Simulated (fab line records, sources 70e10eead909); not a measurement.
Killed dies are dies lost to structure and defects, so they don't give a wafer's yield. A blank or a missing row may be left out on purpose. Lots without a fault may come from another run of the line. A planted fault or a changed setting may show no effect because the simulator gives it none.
Which tool did it? | flow nand_harc | 12 lots, 36 wafers sampled, at 6 steps of a route of 1302

WHAT THE GAUGES READ, wafer by wafer
NHARC_P_ZERO_WELL_CD_MEAS_52: target cd 2000 nm.
lot  | measured     | on        | cd_nm (nm)
L290 | day 2 12:20  | cd_sem-03 | 2000.0 2001.0 1999.9
L291 | day 2 22:01  | cd_sem-03 | 1523.9 1525.5 1525.5
L294 | day 4 03:49  | cd_sem-03 | 1999.5 1998.1 1998.8
L298 | day 5 19:37  | cd_sem-02 | 2000.0 1999.9 1999.0
L302 | day 7 11:47  | cd_sem-01 | 2000.4 2000.6 1999.2
L303 | day 7 21:59  | cd_sem-02 | 1999.3 2000.0 2000.0
L304 | day 8 07:44  | cd_sem-01 | 2001.9 1997.8 1997.9
L307 | day 9 13:37  | cd_sem-02 | 2000.5 2001.0 2000.1
L308 | day 10 00:27 | cd_sem-01 | 1999.8 2000.2 2000.2
L310 | day 10 19:47 | cd_sem-02 | 1999.3 1997.7 1998.2
L311 | day 11 05:38 | cd_sem-02 | 1997.7 1996.7 1997.4
L312 | day 11 15:47 | cd_sem-02 | 1998.1 1999.8 1999.7

NHARC_P_ZERO_WELL_INSPECT_43.
lot  | measured     | on                | raw_defect_count
L290 | day 2 14:08  | defect_inspect-01 | 8 16 18
L291 | day 2 23:50  | defect_inspect-02 | 9 23 9
L294 | day 4 05:39  | defect_inspect-02 | 13 8 14
L298 | day 5 21:26  | defect_inspect-02 | 21 26 23
L302 | day 7 13:37  | defect_inspect-01 | 25 11 14
L303 | day 7 23:48  | defect_inspect-02 | 10 13 12
L304 | day 8 09:32  | defect_inspect-02 | 4 5 11
L307 | day 9 15:26  | defect_inspect-02 | 25 11 26
L308 | day 10 02:16 | defect_inspect-02 | 7 8 9
L310 | day 10 21:36 | defect_inspect-02 | 7 13 17
L311 | day 11 07:28 | defect_inspect-01 | 11 4 7
L312 | day 11 17:36 | defect_inspect-01 | 7 8 10

NHARC_P_STI_OVL_MEAS_10.
lot  | measured     | on         | overlay_x_nm (nm) | overlay_y_nm (nm)
L290 | day 3 07:22  | overlay-02 | -3 -3 -3          | 5 5 5
L294 | day 4 23:09  | overlay-01 | 6 7 7             | -1 -1 -1
L298 | day 6 14:01  | overlay-02 | 4 4 4             | 2 2 2
L302 | day 8 05:45  | overlay-01 | -4 -5 -5          | 8 7 7
L303 | day 8 15:05  | overlay-01 | -5 -5 -5          | -5 -6 -6
L304 | day 9 00:11  | overlay-01 | 11 10 11          | 1 1 0
L307 | day 10 07:11 | overlay-02 | -4 -3 -3          | 4 4 5
L308 | day 10 18:17 | overlay-01 | -1 -2 -2          | -3 -4 -4
L310 | day 11 14:19 | overlay-01 | -5 -5 -5          | -1 0 0
L311 | day 12 01:25 | overlay-02 | 1 2 1             | 2 2 2
L312 | day 12 10:08 | overlay-01 | 2 2 2             | 14 13 13

NHARC_END_SORT_01.
lot  | measured     | on        | killed_at_array | killed_at_other | killed_at_periphery | killed_dies | killed_open | killed_short
L291 | day 25 04:04 | prober-02 | 82 81 59        | 0 0 0           | 583 584 606         | 665 665 665 | 5 2 2       | 2 3 2
L294 | day 26 10:28 | prober-02 | 35 61 57        | 0 0 1           | 1 3 1               | 36 64 59    | 5 5 3       | 2 3 2
L304 | day 30 15:08 | prober-02 | 52 39 51        | 2 1 3           | 1 1 4               | 55 41 58    | 4 4 6       | 5 1 3

WHICH TOOL RAN EACH LOT (tool, then ch and the chambers of the sampled wafers, then the start)
lot  | NHARC_P_ZERO_WELL_DESCUM_26        | NHARC_P_ZERO_WELL_EXPOSE_49
L290 | rie_diel-04 ch 0,3, day 2 09:19    | krf_scanner-02 ch 0, day 2 12:11
L291 | rie_diel-09 ch 0,1,2, day 2 19:02  | krf_scanner-04 ch 0, day 2 21:52
L294 | rie_diel-04 ch 1,2,3, day 4 00:50  | krf_scanner-04 ch 0, day 4 03:40
L298 | rie_diel-01 ch 0,1,3, day 5 16:38  | krf_scanner-01 ch 0, day 5 19:28
L302 | rie_diel-09 ch 0,1,2, day 7 08:49  | krf_scanner-01 ch 0, day 7 11:38
L303 | rie_diel-04 ch 0,1,2, day 7 18:55  | krf_scanner-02 ch 0, day 7 21:50
L304 | rie_diel-09 ch 0,1, day 8 04:44    | krf_scanner-02 ch 0, day 8 07:34
L307 | rie_diel-01 ch 0,3, day 9 10:38    | krf_scanner-02 ch 0, day 9 13:28
L308 | rie_diel-04 ch 0,2,3, day 9 21:28  | krf_scanner-01 ch 0, day 10 00:18
L310 | rie_diel-04 ch 0,1,3, day 10 16:47 | krf_scanner-04 ch 0, day 10 19:38
L311 | rie_diel-04 ch 1,2,3, day 11 02:40 | krf_scanner-04 ch 0, day 11 05:29
L312 | rie_diel-09 ch 0,2, day 11 12:41   | krf_scanner-02 ch 0, day 11 15:38
- NHARC_P_ZERO_WELL_DESCUM_26: chemistry O2, time 3 s.
- NHARC_P_ZERO_WELL_EXPOSE_49: exposes mask P HVPW, target cd 2000 nm.

WHAT THE TOOLS THEMSELVES READ (means of the sampled wafers that have a number; where no wafer has one, the mark that the record gives instead)
NHARC_P_ZERO_WELL_DESCUM_26.
lot  | tool        | chamber_pressure_mTorr (mTorr) | drypump_motor_current_A (A) | oes_product_au (a.u.) | rf_vpp_V (V) | showerhead_plenum_p_Torr (Torr) | throttle_valve_pct (%)
L290 | rie_diel-04 | 59.96                          | 5.7                         | 0.995                 | 57.8         | 1.87                            | 11.299
L291 | rie_diel-09 | 60.02                          | 5.4                         | 1.010                 | 57.7         | 1.94                            | 11.305
L294 | rie_diel-04 | 60.05                          | 5.8                         | 1.003                 | 58.5         | 1.92                            | 11.307
L298 | rie_diel-01 | 60.03                          | 5.9                         | 0.996                 | 57.4         | 1.82                            | 11.303
L302 | rie_diel-09 | 60.01                          | 5.4                         | 1.001                 | 58.0         | 1.93                            | 11.317
L303 | rie_diel-04 | 60.00                          | 5.5                         | 0.995                 | 58.2         | 1.95                            | 11.314
L304 | rie_diel-09 | 60.03                          | 5.3                         | 0.987                 | 58.7         | 1.95                            | 11.314
L307 | rie_diel-01 | 59.97                          | 6.3                         | 1.001                 | 56.7         | 1.82                            | 11.309
L308 | rie_diel-04 | 59.98                          | 5.7                         | 0.990                 | 57.7         | 1.88                            | 11.318
L310 | rie_diel-04 | 59.98                          | 5.8                         | 1.001                 | 57.9         | 1.88                            | 11.309
L311 | rie_diel-04 | 60.03                          | 5.8                         | 0.991                 | 58.5         | 1.90                            | 11.307
L312 | rie_diel-09 | 59.97                          | 5.3                         | 1.000                 | 57.0         | 1.89                            | 11.307

NHARC_P_ZERO_WELL_EXPOSE_49.
lot  | tool           | exposure_dose_mJ_cm2 | focus_offset_nm (nm) | stage_vel_mm_s (mm/s)
L290 | krf_scanner-02 | 22.637               | 0.2                  | 499.99
L291 | krf_scanner-04 | 22.638               | -0.6                 | 499.74
L294 | krf_scanner-04 | 22.646               | 0.3                  | 500.18
L298 | krf_scanner-01 | 22.633               | 0.7                  | 500.29
L302 | krf_scanner-01 | 22.655               | 0.3                  | 499.86
L303 | krf_scanner-02 | 22.661               | -0.4                 | 500.03
L304 | krf_scanner-02 | 22.668               | 0.4                  | 499.81
L307 | krf_scanner-02 | 22.632               | -0.0                 | 500.12
L308 | krf_scanner-01 | 22.661               | -0.1                 | 499.86
L310 | krf_scanner-04 | 22.634               | -0.2                 | 500.18
L311 | krf_scanner-04 | 22.636               | -0.0                 | 500.05
L312 | krf_scanner-02 | 22.641               | 0.2                  | 499.99

THE ANSWER, worked out from the rows above alone
Rule: what is usual is taken from the lots themselves. Put in order of their means at a reading, lots are off if they are a third of the lots or fewer, leave a main group of 4 or more, and stand apart from it by a gap of 3 or more times the standard deviation of the main group's means; of several such gaps the widest counts. A main group whose means are all the same, to the digits that the tables above print for the reading, isn't used. A lot without any number at a reading at which 4 lots or more have one is off too. The other lots that the step has rows for count as sound. The gauges are gone through in route order, then the tools' own readings, and for those a lot's mean is taken as printed above. The first step at which some lot is off is used, and at that step the reading that is off furthest; a lot without a number counts as furthest.
Off: L291, at NHARC_P_ZERO_WELL_CD_MEAS_52 (cd_nm). The main group: mean 1999.4 nm, standard deviation 0.91.
A tool fits if, at a process step before that reading, it ran every lot that is off, and no sound lot after the first of them. The gauges at NHARC_P_ZERO_WELL_CD_MEAS_52 are tried like those tools. None of those tried fits.

WHAT THE SIMULATOR HAD PUT IN
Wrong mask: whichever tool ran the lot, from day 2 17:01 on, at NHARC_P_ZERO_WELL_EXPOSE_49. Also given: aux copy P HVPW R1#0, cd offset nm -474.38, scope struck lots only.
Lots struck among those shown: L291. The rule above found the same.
